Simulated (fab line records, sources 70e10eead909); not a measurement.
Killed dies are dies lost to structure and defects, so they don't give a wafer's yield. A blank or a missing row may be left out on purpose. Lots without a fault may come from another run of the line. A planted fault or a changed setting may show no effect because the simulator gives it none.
Chamber matching | flow nand_harc | NHARC_A_WL_FILL_STRIP_29 on rie_diel-01: 4 sister chambers
The step strips in O2, time 20 s. 4 wafers are shown with their chamber, then 8 later ones without.

WAFERS WITH THEIR CHAMBER
wafer  | chamber | showerhead_plenum_p_Torr (Torr)
L115.3 | 1       | 3.62
L119.4 | 0       | 3.40
L119.6 | 2       | 3.37
L127.3 | 3       | 3.48

WAFERS WITHOUT THEIR CHAMBER
wafer  | showerhead_plenum_p_Torr (Torr)
L127.4 | 3.37
L127.5 | 3.62
L130.1 | 3.48
L130.2 | 3.39
L130.3 | 3.37
L132.2 | 3.48
L132.4 | 3.39
L132.6 | 3.62

WHICH CHAMBER EACH WENT THROUGH
wafer  | from the rows above | in truth
L127.4 | 2                   | 2
L127.5 | 1                   | 1
L130.1 | 3                   | 3
L130.2 | 0                   | 0
L130.3 | 2                   | 2
L132.2 | 3                   | 3
L132.4 | 0                   | 0
L132.6 | 1                   | 1
Placed correctly: 8 of 8. Can't be placed from these rows: 0. Placed wrongly: 0.
How it was worked out, from the rows above alone: a wafer's distance from a chamber is the root of the sum, over the readings, of the square of ((its reading less the chamber's mean) divided by the reading's scatter). The wafer belongs to the nearest chamber; if the next one is less than 2 further off, it can't be placed. A chamber's mean is the mean of its shown wafers. The scatter: with one shown wafer a chamber, the root of the mean of the squares of how far each hidden wafer lies from its nearest shown one.
